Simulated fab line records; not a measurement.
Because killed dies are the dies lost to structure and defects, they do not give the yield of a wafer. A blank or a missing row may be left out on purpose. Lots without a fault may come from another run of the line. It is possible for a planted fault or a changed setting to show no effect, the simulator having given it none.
fab line records	flow nandHarc	part 1 of 2: steps 1 to 20 of 27
[record] lots = 5	wafers = 15	lastDay = 34
route steps=1302 shown A_STAIRCASE@654
lots that met no fault: from a run of the same line without faults
startH: the number of hours between the record's first day and the start of the first shown wafer of the lot	waitH: hours from the lot's prior step to this one	" unchanged from the row above	L1.1+2: one row covering several wafers at once	- no value, or no start given	* or withheld: withheld	< > ~ a bound
route shown NAME@n: NAME is a module with steps in the file, n the number in the route of the first one	usual: the fault-free wafers' mean and standard deviation	same: alike in all rows	chamber/n: place in a boat	sites: readings site by site	_std_site: the standard deviation of these	_edge_site: inner sites' mean taken away from outer sites' mean	radiusMm: for every site, how far away it sits from the centre of the wafer	mask NAME#n: copy n	behind: the tool/chamber that last shaped the wafer	hold: the reason the lot was held/the length of the hold in hours/how it ended	device: the transistor (n, p or np) that didn't switch	end of line: tests run on the same wafers once the route is complete	a step given without rows: its recipe and nothing more	killed: at the first sort, the dies lost to defects and structure; wafer yield is something else	map: a wafer's dies, marking killed ones x, the rest . and places with no die _
set.NAME: the setting as run; set.NAME@STEP: as run at that earlier step	model.NAME: the simulator's own value behind a step, which no gauge read
lots at some steps of the route; a table a step, a row a wafer
services: when a tool's chamber went out of use (startH, in hours from the record's first day, below 0 if earlier), for how many hours, and the reason
[[steps]]
[step NHARC_A_STAIRCASE_STRIP_172]
[recipe] timeS = 900	tempC = 130	chemistry = SPM
[usual] bathGuardTempC = 129.9/0.46
lot.wafer	tool	chamber	startH	waitH	bathGuardTempC
L083.2	wetBench-02	4	449.53	0.3	129.1
L083.5	"	6	"	"	129.9
L083.1	"	7	"	"	129.8
L085.6	wetBench-05	1	462.30	0.1	130.7
L085.2	"	2	"	"	130.1
L085.3	"	4	"	"	129.4
L086.5	wetBench-06	0	468.05	0.1	129.6
L086.6	"	3	"	"	129.7
L086.2	"	4	"	"	130.1
L088.3	wetBench-06	4	497.82	0.2	130.1
L088.4	"	7	"	"	130.3
L088.2	"	1	"	"	130.3
L097.2	wetBench-06	1	598.33	0.3	130.0
L097.6	"	3	"	"	129.5
L097.3	"	5	"	"	130.7
[step NHARC_A_STAIRCASE_PRECLEAN_173]
[recipe] timeS = *	tempC = 50	bathAgeMin = 0	chemistry = SC1
[usual] bathGuardTempC = 49.9/0.45
lot.wafer	tool	chamber	startH	waitH	bathGuardTempC
L083.2	wetBench-02	4	-	-	49.1
L083.5	"	6	"	"	49.9
L083.1	"	7	"	"	50.2
L085.6	wetBench-05	1	-	-	50.3
L085.2	"	2	"	"	50.1
L085.3	"	4	"	"	49.6
L086.5	wetBench-06	0	-	-	49.5
L086.6	"	3	"	"	49.1
L086.2	"	4	"	"	49.9
L088.3	wetBench-06	4	-	-	50.2
L088.4	"	7	"	"	50.6
L088.2	"	1	"	"	50.0
L097.2	wetBench-06	1	-	-	50.3
L097.6	"	3	"	"	49.8
L097.3	"	5	"	"	50.5
[step NHARC_A_STAIRCASE_SRD_174]
lot.wafer	tool	chamber	startH	waitH
L083.2+5+1	wetBench-02	4,6,7	-	-
L085.6+2+3	wetBench-05	1,2,4	-	-
L086.5+6+2	wetBench-06	0,3,4	-	-
L088.3+4+2	wetBench-06	4,7,1	-	-
L097.2+6+3	wetBench-06	1,3,5	-	-
[step NHARC_A_STAIRCASE_DEHYDRATE_01]
[recipe] tempC = 150	timeS = 120
[usual] chillPlateTempC = 23.03/0.1
lot.wafer	tool	chamber	startH	waitH	chillPlateTempC
L083.1	lithoTrack-05	0	449.97	-	23.01
L083.2	"	0	"	"	23.18
L083.5	"	0	"	"	23.07
L085.2	lithoTrack-02	0	462.76	-	23.13
L085.3	"	0	"	"	23.11
L085.6	"	0	"	"	23.07
L086.2	lithoTrack-03	0	468.50	-	22.89
L086.5	"	0	"	"	23.13
L086.6	"	0	"	"	22.87
L088.2	lithoTrack-02	0	498.27	-	23.05
L088.3	"	0	"	"	23.12
L088.4	"	0	"	"	23.02
L097.2	lithoTrack-03	0	598.79	-	23.04
L097.3	"	0	"	"	23.14
L097.6	"	0	"	"	23.03
[step NHARC_A_STAIRCASE_HMDS_02]
[recipe] timeS = 30
[usual] chillPlateTempC = 22.98/0.11
lot.wafer	tool	chamber	startH	waitH	chillPlateTempC
L083.1	lithoTrack-05	0	-	-	22.84
L083.2	"	0	"	"	23.15
L083.5	"	0	"	"	23.05
L085.2	lithoTrack-02	0	-	-	22.87
L085.3	"	0	"	"	23.07
L085.6	"	0	"	"	22.94
L086.2	lithoTrack-03	0	-	-	23.07
L086.5	"	0	"	"	23.11
L086.6	"	0	"	"	23.13
L088.2	lithoTrack-02	0	-	-	22.91
L088.3	"	0	"	"	22.99
L088.4	"	0	"	"	23.00
L097.2	lithoTrack-03	0	-	-	23.06
L097.3	"	0	"	"	23.16
L097.6	"	0	"	"	23.18
[step NHARC_A_STAIRCASE_COAT_03]
[recipe] spinRpm = 1200
[usual] chillPlateTempC = 23.00/0.11
lot.wafer	tool	chamber	startH	waitH	chillPlateTempC
L083.1	lithoTrack-05	0	-	-	22.89
L083.2	"	0	"	"	23.08
L083.5	"	0	"	"	22.89
L085.2	lithoTrack-02	0	-	-	23.19
L085.3	"	0	"	"	23.02
L085.6	"	0	"	"	22.95
L086.2	lithoTrack-03	0	-	-	23.14
L086.5	"	0	"	"	23.05
L086.6	"	0	"	"	23.05
L088.2	lithoTrack-02	0	-	-	23.05
L088.3	"	0	"	"	23.19
L088.4	"	0	"	"	23.06
L097.2	lithoTrack-03	0	-	-	22.94
L097.3	"	0	"	"	23.02
L097.6	"	0	"	"	22.94
[step NHARC_A_STAIRCASE_SOFTBAKE_04]
[recipe] tempC = 135	timeS = 170
[usual] chillPlateTempC = 23.02/0.1
lot.wafer	tool	chamber	startH	waitH	chillPlateTempC
L083.1	lithoTrack-05	0	-	-	23.09
L083.2	"	0	"	"	23.09
L083.5	"	0	"	"	23.01
L085.2	lithoTrack-02	0	-	-	23.07
L085.3	"	0	"	"	23.14
L085.6	"	0	"	"	23.09
L086.2	lithoTrack-03	0	-	-	22.94
L086.5	"	0	"	"	22.92
L086.6	"	0	"	"	23.01
L088.2	lithoTrack-02	0	-	-	22.84
L088.3	"	0	"	"	23.15
L088.4	"	0	"	"	22.91
L097.2	lithoTrack-03	0	-	-	22.98
L097.3	"	0	"	"	22.95
L097.6	"	0	"	"	23.02
[step NHARC_A_STAIRCASE_EBR_05]
[usual] chillPlateTempC = 22.98/0.11
lot.wafer	tool	chamber	startH	waitH	chillPlateTempC
L083.1	lithoTrack-05	0	-	-	23.12
L083.2	"	0	"	"	22.96
L083.5	"	0	"	"	22.91
L085.2	lithoTrack-02	0	-	-	22.83
L085.3	"	0	"	"	22.88
L085.6	"	0	"	"	22.92
L086.2	lithoTrack-03	0	-	-	23.16
L086.5	"	0	"	"	23.12
L086.6	"	0	"	"	23.11
L088.2	lithoTrack-02	0	-	-	23.15
L088.3	"	0	"	"	23.14
L088.4	"	0	"	"	23.06
L097.2	lithoTrack-03	0	-	-	23.11
L097.3	"	0	"	"	23.01
L097.6	"	0	"	"	23.07
[step NHARC_A_STAIRCASE_EXPOSE_06]
[recipe] na = 0.5	doseMj = 25.43	maskId = STAIR
lot.wafer	tool	chamber	startH	waitH	mask
L083.1+2+5	krfScanner-02	0	450.31	-	STAIR#0
L085.2+3+6	krfScanner-01	0	463.10	-	STAIR#0
L086.2+5+6	krfScanner-02	0	468.88	-	STAIR#0
L088.2+3+4	krfScanner-01	0	498.61	-	STAIR#0
L097.2+3+6	krfScanner-02	0	599.13	-	STAIR#0
[step NHARC_A_STAIRCASE_PEB_07]
[recipe] pebTempC = 115	pebTimeS = 130
[usual] chillPlateTempC = 23.01/0.1
lot.wafer	tool	chamber	startH	waitH	chillPlateTempC
L083.1	lithoTrack-02	0	450.37	0.1	22.86
L083.2	"	0	"	"	23.03
L083.5	"	0	"	"	22.91
L085.2	lithoTrack-02	0	463.16	0.1	23.00
L085.3	"	0	"	"	23.10
L085.6	"	0	"	"	23.11
L086.2	lithoTrack-05	0	468.94	0.1	22.98
L086.5	"	0	"	"	22.85
L086.6	"	0	"	"	22.98
L088.2	lithoTrack-03	0	498.67	0.1	23.13
L088.3	"	0	"	"	23.08
L088.4	"	0	"	"	23.02
L097.2	lithoTrack-05	0	599.19	0.1	23.18
L097.3	"	0	"	"	23.02
L097.6	"	0	"	"	23.10
[step NHARC_A_STAIRCASE_DEVELOP_08]
[recipe] timeS = 140
[usual] chillPlateTempC = 23.01/0.096
lot.wafer	tool	chamber	startH	waitH	chillPlateTempC
L083.1	lithoTrack-02	0	-	-	23.05
L083.2	"	0	"	"	23.02
L083.5	"	0	"	"	22.80
L085.2	lithoTrack-02	0	-	-	23.14
L085.3	"	0	"	"	22.99
L085.6	"	0	"	"	22.96
L086.2	lithoTrack-05	0	-	-	22.93
L086.5	"	0	"	"	22.86
L086.6	"	0	"	"	22.93
L088.2	lithoTrack-03	0	-	-	22.85
L088.3	"	0	"	"	23.05
L088.4	"	0	"	"	22.96
L097.2	lithoTrack-05	0	-	-	23.10
L097.3	"	0	"	"	23.10
L097.6	"	0	"	"	23.08
[step NHARC_A_STAIRCASE_HARDBAKE_10]
[recipe] tempC = 120	timeS = 140
[usual] chillPlateTempC = 22.98/0.1
lot.wafer	tool	chamber	startH	waitH	chillPlateTempC
L083.1	lithoTrack-05	0	450.60	-	22.85
L083.2	"	0	"	"	23.09
L083.5	"	0	"	"	23.05
L085.2	lithoTrack-03	0	463.38	-	22.96
L085.3	"	0	"	"	22.92
L085.6	"	0	"	"	23.00
L086.2	lithoTrack-02	0	469.16	-	23.22
L086.5	"	0	"	"	23.14
L086.6	"	0	"	"	23.20
L088.2	lithoTrack-03	0	498.89	-	23.02
L088.3	"	0	"	"	22.86
L088.4	"	0	"	"	22.98
L097.2	lithoTrack-05	0	599.41	-	22.92
L097.3	"	0	"	"	22.92
L097.6	"	0	"	"	22.97
[step NHARC_A_STAIRCASE_DESCUM_11]
[recipe] timeS = 3	o2FlowSccm = 200	arFlowSccm = 0	biasPowerW = 0	chemistry = O2
[usual] drypumpMotorCurrentA = 5.8/0.32	mfcArSccm = 0.004/0.0093	oesProductAu = 0.998/0.012	rfVppV = 57.7/0.72	showerheadPlenumPTorr = 1.90/0.067	throttleValvePct = 11.312/0.01
lot.wafer	tool	chamber	startH	waitH	drypumpMotorCurrentA	mfcArSccm	oesProductAu	rfHoursCounterH	rfVppV	showerheadPlenumPTorr	throttleValvePct
L083.2	rieDiel-08	3	450.70	-	6.3	0	1.004	23	57.5	1.99	11.324
L083.1	"	0	"	"	5.8	0	0.985	25	57.0	1.77	11.321
L083.5	"	2	"	"	5.9	0.026	0.998	-	58.4	1.96	11.314
L085.3	rieDiel-12	3	463.47	-	6.0	0	0.972	3	57.4	1.96	11.295
L085.2	"	1	"	"	5.6	0	0.974	3	57.6	1.84	11.329
L085.6	"	2	"	"	5.9	0	0.983	-	58.8	1.96	11.299
L086.2	rieDiel-08	2	469.26	-	5.9	0.026	1.004	29	57.3	1.96	11.317
L086.5	"	1	"	"	5.4	0.003	1.016	-	56.1	1.84	11.297
L086.6	"	2	"	"	5.9	0.026	1.000	-	57.1	1.96	11.293
L088.2	rieDiel-08	2	498.99	-	5.9	0.026	1.004	39	57.4	1.96	11.306
L088.3	"	3	"	"	6.3	0	1.001	39	57.0	1.98	11.310
L088.4	"	0	"	"	5.8	0	0.987	41	57.4	1.77	11.313
L097.3	rieDiel-12	2	599.51	-	5.8	0	1.014	43	57.7	1.94	11.325
L097.2	"	3	"	"	6.0	0	0.989	48	57.6	1.94	11.305
L097.6	"	0	"	"	5.8	0	0.999	-	58.0	1.85	11.323
[step NHARC_A_STAIRCASE_TRIM_12]
[recipe] timeS = 211.2	o2FlowSccm = 500	arFlowSccm = 0	biasW = 0	chemistry = O2
[usual] drypumpMotorCurrentA = 5.8/0.34	mfcArSccm = 0.004/0.0092	oesProductAu = 0.999/0.011	rfVppV = 57.7/0.94	showerheadPlenumPTorr = 3.50/0.12	throttleValvePct = 17.036/0.0091
lot.wafer	tool	chamber	startH	waitH	drypumpMotorCurrentA	mfcArSccm	oesProductAu	rfHoursCounterH	rfVppV	showerheadPlenumPTorr	throttleValvePct
L083.1	rieDiel-08	2	450.81	0.1	5.9	0.026	1.005	23	58.2	3.61	17.020
L083.2	"	0	"	"	5.8	0	1.005	25	57.0	3.28	17.030
L083.5	"	2	"	"	5.9	0.026	1.005	-	57.6	3.61	17.032
L085.3	rieDiel-12	3	463.86	0.4	6.0	0	0.991	3	56.9	3.61	17.054
L085.2	"	1	"	"	5.6	0	0.984	3	58.5	3.40	17.038
L085.6	"	3	"	"	6.0	0	0.994	-	56.2	3.61	17.034
L086.2	rieDiel-08	3	469.40	0.1	6.3	0	1.000	28	57.3	3.65	17.035
L086.5	"	2	"	"	5.9	0.026	1.003	-	60.0	3.61	17.034
L086.6	"	3	"	"	6.3	0	1.009	-	58.6	3.65	17.029
L088.3	rieDiel-08	2	499.06	0.1	5.9	0.026	1.002	39	57.9	3.60	17.043
L088.2	"	3	"	"	6.4	0	1.015	39	59.2	3.65	17.026
L088.4	"	0	"	"	5.8	0	0.993	41	59.2	3.27	17.047
L097.3	rieDiel-12	1	599.58	0.1	5.6	0	0.999	48	59.1	3.38	17.052
L097.2	"	3	"	"	6.0	0	1.000	48	57.6	3.58	17.025
L097.6	"	1	"	"	5.6	0	1.000	-	56.2	3.38	17.034
[step NHARC_A_STAIRCASE_ETCH_13]
[recipe] targetDepthA = 1000	timeS = 40.5	ionEnergyEv = 400	c4f8FlowSccm = 20	o2FlowSccm = 10	arFlowSccm = withheld	rfW = 600	biasW = 1000	chemistry = C4F8/O2
[usual] oesProductAu = 0.944/0.014	rfVppV = 895/4.5
lot.wafer	tool	chamber	startH	waitH	oesProductAu	rfHoursCounterH	rfVppV
L083.1	rieDiel-08	1	-	-	0.945	27	892
L083.2	"	2	"	"	0.923	23	900
L083.5	"	2	"	"	0.938	-	900
L085.2	rieDiel-12	3	-	-	0.925	3	899
L085.3	"	1	"	"	0.918	3	891
L085.6	"	2	"	"	0.922	-	897
L086.2	rieDiel-08	3	-	-	0.944	29	901
L086.5	"	1	"	"	0.935	-	891
L086.6	"	2	"	"	0.945	-	899
L088.3	rieDiel-08	2	-	-	0.943	39	900
L088.2	"	3	"	"	0.957	39	900
L088.4	"	0	"	"	0.948	42	886
L097.2	rieDiel-12	0	-	-	0.950	53	891
L097.3	"	1	"	"	0.942	49	891
L097.6	"	1	"	"	0.935	-	891
[step NHARC_A_STAIRCASE_TRIM_14]
[recipe] timeS = 211.2	o2FlowSccm = 500	arFlowSccm = 0	biasW = 0	chemistry = O2
[usual] drypumpMotorCurrentA = 5.9/0.33	mfcArSccm = 0.004/0.0088	oesProductAu = 0.998/0.012	rfVppV = 57.7/0.9	showerheadPlenumPTorr = 3.49/0.12	throttleValvePct = 17.037/0.0097
lot.wafer	tool	chamber	startH	waitH	drypumpMotorCurrentA	mfcArSccm	oesProductAu	rfHoursCounterH	rfVppV	showerheadPlenumPTorr	throttleValvePct
L083.2	rieDiel-08	1	-	-	5.4	0.003	1.020	28	57.1	3.40	17.027
L083.1	"	0	"	"	5.8	0	0.985	26	57.8	3.28	17.030
L083.5	"	1	"	"	5.5	0.003	1.013	-	57.0	3.40	17.030
L085.3	rieDiel-12	2	-	-	5.9	0	0.986	2	58.0	3.60	17.019
L085.2	"	3	"	"	6.0	0	0.992	4	57.2	3.61	17.030
L085.6	"	1	"	"	5.6	0	0.976	-	57.0	3.40	17.023
L086.2	rieDiel-08	2	-	-	6.0	0.026	1.010	30	58.4	3.61	17.042
L086.6	"	3	"	"	6.4	0	1.008	-	57.8	3.65	17.016
L086.5	"	0	"	"	5.8	0	0.974	-	59.5	3.28	17.027
L088.3	rieDiel-08	3	-	-	6.4	0	1.005	39	57.8	3.65	17.043
L088.4	"	0	"	"	5.8	0	0.985	42	57.1	3.27	17.025
L088.2	"	2	"	"	5.9	0.026	1.004	39	56.0	3.60	17.033
L097.3	rieDiel-12	1	-	-	5.6	0	0.983	49	57.7	3.38	17.055
L097.2	"	2	"	"	5.9	0	1.012	43	58.3	3.58	17.048
L097.6	"	0	"	"	5.8	0	0.988	-	58.4	3.42	17.038
[step NHARC_A_STAIRCASE_ETCH_15]
[recipe] targetDepthA = 1000	timeS = 40.5	ionEnergyEv = 400	c4f8FlowSccm = 20	o2FlowSccm = 10	arFlowSccm = withheld	rfW = 600	biasW = 1000	chemistry = C4F8/O2
[usual] oesProductAu = 0.941/0.012	rfVppV = 895/4.4
lot.wafer	tool	chamber	startH	waitH	oesProductAu	rfHoursCounterH	rfVppV
L083.1	rieDiel-08	3	-	-	0.942	23	901
L083.2	"	0	"	"	0.926	26	887
L083.5	"	0	"	"	0.929	-	887
L085.3	rieDiel-12	0	-	-	0.932	3	892
L085.2	"	1	"	"	0.925	3	890
L085.6	"	3	"	"	0.937	-	899
L086.2	rieDiel-08	0	-	-	0.923	32	886
L086.5	"	2	"	"	0.953	-	899
L086.6	"	3	"	"	0.935	-	899
L088.4	rieDiel-08	2	-	-	0.953	39	899
L088.2	"	0	"	"	0.935	42	886
L088.3	"	1	"	"	0.965	43	891
L097.2	rieDiel-12	2	-	-	0.971	43	899
L097.3	"	0	"	"	0.950	53	893
L097.6	"	2	"	"	0.949	-	899
[step NHARC_A_STAIRCASE_TRIM_16]
[recipe] timeS = 211.2	o2FlowSccm = 500	arFlowSccm = 0	biasW = 0	chemistry = O2
[usual] drypumpMotorCurrentA = 5.8/0.33	mfcArSccm = 0.004/0.0091	oesProductAu = 0.997/0.011	rfVppV = 57.6/0.84	showerheadPlenumPTorr = 3.50/0.12	throttleValvePct = 17.036/0.0089
lot.wafer	tool	chamber	startH	waitH	drypumpMotorCurrentA	mfcArSccm	oesProductAu	rfHoursCounterH	rfVppV	showerheadPlenumPTorr	throttleValvePct
L083.2	rieDiel-08	3	-	-	6.4	0	1.014	23	58.6	3.66	17.029
L083.1	"	0	"	"	5.8	0	0.985	26	58.1	3.28	17.037
L083.5	"	3	"	"	6.4	0	1.004	-	58.1	3.66	17.028
L085.3	rieDiel-12	2	-	-	5.8	0	0.988	2	57.2	3.60	17.040
L085.2	"	3	"	"	6.0	0	0.975	4	57.5	3.61	17.040
L085.6	"	0	"	"	5.8	0	1.001	-	57.4	3.44	17.022
L086.2	rieDiel-08	2	-	-	5.9	0.026	1.008	30	55.2	3.61	17.037
L086.6	"	2	"	"	5.9	0.026	1.019	-	57.6	3.61	17.034
L086.5	"	3	"	"	6.4	0	1.007	-	57.7	3.65	17.053
L088.3	rieDiel-08	1	-	-	5.5	0.003	1.003	43	58.3	3.39	17.026
L088.2	"	2	"	"	5.9	0.026	1.001	39	58.8	3.60	17.021
L088.4	"	0	"	"	5.8	0	0.988	42	57.2	3.27	17.038
L097.2	rieDiel-12	1	-	-	5.7	0	0.979	49	56.7	3.38	17.044
L097.3	"	3	"	"	6.0	0	0.978	48	56.9	3.58	17.021
L097.6	"	1	"	"	5.6	0	0.987	-	57.6	3.38	17.035
[step NHARC_A_STAIRCASE_ETCH_17]
[recipe] targetDepthA = 1000	timeS = 40.5	ionEnergyEv = 400	c4f8FlowSccm = 20	o2FlowSccm = 10	arFlowSccm = withheld	rfW = 600	biasW = 1000	chemistry = C4F8/O2
[usual] oesProductAu = 0.944/0.013	rfVppV = 894/4.4
lot.wafer	tool	chamber	startH	waitH	oesProductAu	rfHoursCounterH	rfVppV
L083.1	rieDiel-08	3	-	-	0.938	23	900
L083.2	"	1	"	"	0.960	28	892
L083.5	"	0	"	"	0.939	-	886
L085.3	rieDiel-12	1	-	-	0.909	4	890
L085.2	"	2	"	"	0.942	2	896
L085.6	"	2	"	"	0.941	-	899
L086.2	rieDiel-08	0	-	-	0.931	32	887
L086.5	"	1	"	"	0.955	-	891
L086.6	"	2	"	"	0.942	-	898
L088.3	rieDiel-08	1	-	-	0.955	44	890
L088.2	"	2	"	"	0.955	39	898
L088.4	"	0	"	"	0.951	42	887
L097.3	rieDiel-12	1	-	-	0.937	49	890
L097.2	"	2	"	"	0.946	43	898
L097.6	"	1	"	"	0.922	-	891
[step NHARC_A_STAIRCASE_TRIM_18]
[recipe] timeS = 211.2	o2FlowSccm = 500	arFlowSccm = 0	biasW = 0	chemistry = O2
[usual] drypumpMotorCurrentA = 5.8/0.33	mfcArSccm = 0.004/0.0084	oesProductAu = 0.998/0.012	rfVppV = 57.7/0.89	showerheadPlenumPTorr = 3.49/0.12	throttleValvePct = 17.036/0.0096
lot.wafer	tool	chamber	startH	waitH	drypumpMotorCurrentA	mfcArSccm	oesProductAu	rfHoursCounterH	rfVppV	showerheadPlenumPTorr	throttleValvePct
L083.2	rieDiel-08	1	-	-	5.4	0.003	1.006	28	57.9	3.40	17.042
L083.1	"	3	"	"	6.4	0	1.004	23	59.0	3.66	17.040
L083.5	"	0	"	"	5.8	0	0.996	-	57.7	3.28	17.036
L085.2	rieDiel-12	3	-	-	6.0	0	0.984	4	58.5	3.61	17.035
L085.3	"	0	"	"	5.8	0	1.000	4	59.5	3.44	17.035
L085.6	"	3	"	"	6.0	0	1.002	-	58.3	3.61	17.033
L086.2	rieDiel-08	2	-	-	5.9	0.026	1.003	30	58.6	3.61	17.046
L086.6	"	2	"	"	5.9	0.026	1.007	-	58.9	3.61	17.053
L086.5	"	3	"	"	6.4	0	1.004	-	58.7	3.65	17.025
L088.3	rieDiel-08	1	-	-	5.5	0.003	1.008	44	57.1	3.39	17.035
L088.2	"	2	"	"	5.9	0.026	1.003	39	56.8	3.60	17.029
L088.4	"	3	"	"	6.4	0	1.023	39	56.5	3.65	17.031
L097.3	rieDiel-12	1	-	-	5.6	0	0.990	49	57.2	3.38	17.021
L097.2	"	3	"	"	6.1	0	0.992	48	56.4	3.58	17.033
L097.6	"	0	"	"	5.8	0	0.994	-	56.9	3.42	17.032
